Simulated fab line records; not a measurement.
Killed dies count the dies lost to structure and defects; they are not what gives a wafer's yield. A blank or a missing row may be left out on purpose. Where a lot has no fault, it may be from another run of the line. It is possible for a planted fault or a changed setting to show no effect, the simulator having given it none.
The tool behind it: which one?    flow nandHarc    Sampling: 6 lots, 18 wafers, 3 of 1302 route steps

WHAT EACH GAUGE READ, for each wafer
NHARC_P_ZERO_WELL_CD_MEAS_24: the cd target is 720 nm.
lot   measured      on        cdNm (nm)
L995  day 2 08:46   cdSem-01  722.0 720.3 723.1
L997  day 3 04:35   cdSem-02  719.0 718.9 721.0
L102  day 5 06:34   cdSem-01  719.2 718.4 720.6
L106  day 6 22:38   cdSem-02  683.7 683.2 684.2
L114  day 10 07:04  cdSem-02  718.1 719.3 717.6
L116  day 11 02:36  cdSem-01  719.3 718.0 718.6

WHICH TOOL RAN EACH LOT (tool, then ch and the chambers of the sampled wafers, then the start)
lot   NHARC_P_ZERO_WELL_ETCH_63        NHARC_P_ZERO_WELL_EXPOSE_21
L995  rieSi-01 ch 1,2,3, day 2 07:50   krfScanner-04 ch 0, day 2 08:37
L997  rieSi-01 ch 1,2,3, day 3 03:42   krfScanner-04 ch 0, day 3 04:26
L102  rieSi-03 ch 1,2,3, day 5 05:46   krfScanner-02 ch 0, day 5 06:24
L106  rieSi-03 ch 0,1,3, day 6 21:43   krfScanner-02 ch 0, day 6 22:29
L114  rieSi-06 ch 0,2,3, day 10 06:08  krfScanner-02 ch 0, day 10 06:54
L116  rieSi-03 ch 0,1,2, day 11 01:40  krfScanner-03 ch 0, day 11 02:26
- NHARC_P_ZERO_WELL_ETCH_63: etches the open film in HBr/Cl2, target depth 120 nm, time 40.1 s.
- NHARC_P_ZERO_WELL_EXPOSE_21: exposes mask P NWELL, target cd 720 nm.

THE ANSWER, worked out from the rows above alone
Rule: usual is defined by the lots themselves. The widest of any qualifying gaps counts: lots, ordered by their means at a reading, are off when they make up no more than a third of the lots, leave a main group of 4 or more, and stand apart from it by 3 or more times the standard deviation of that group's means. Not used: any main group whose means are identical at the precision the tables above print for the reading. A lot without any number at a reading at which 4 lots or more have one is off too. The other lots that the step has rows for count as sound.
Off at NHARC_P_ZERO_WELL_CD_MEAS_24 (cdNm): L106. Mean 719.6 nm and standard deviation 1.2 in the main group.
A tool fits if, at a process step before that reading, it ran every lot that is off, and no sound lot after the first of them. The gauges at NHARC_P_ZERO_WELL_CD_MEAS_24 are tried like those tools. Not one of the candidates tried fits.

WHAT HAD BEEN PUT IN BY THE SIMULATOR
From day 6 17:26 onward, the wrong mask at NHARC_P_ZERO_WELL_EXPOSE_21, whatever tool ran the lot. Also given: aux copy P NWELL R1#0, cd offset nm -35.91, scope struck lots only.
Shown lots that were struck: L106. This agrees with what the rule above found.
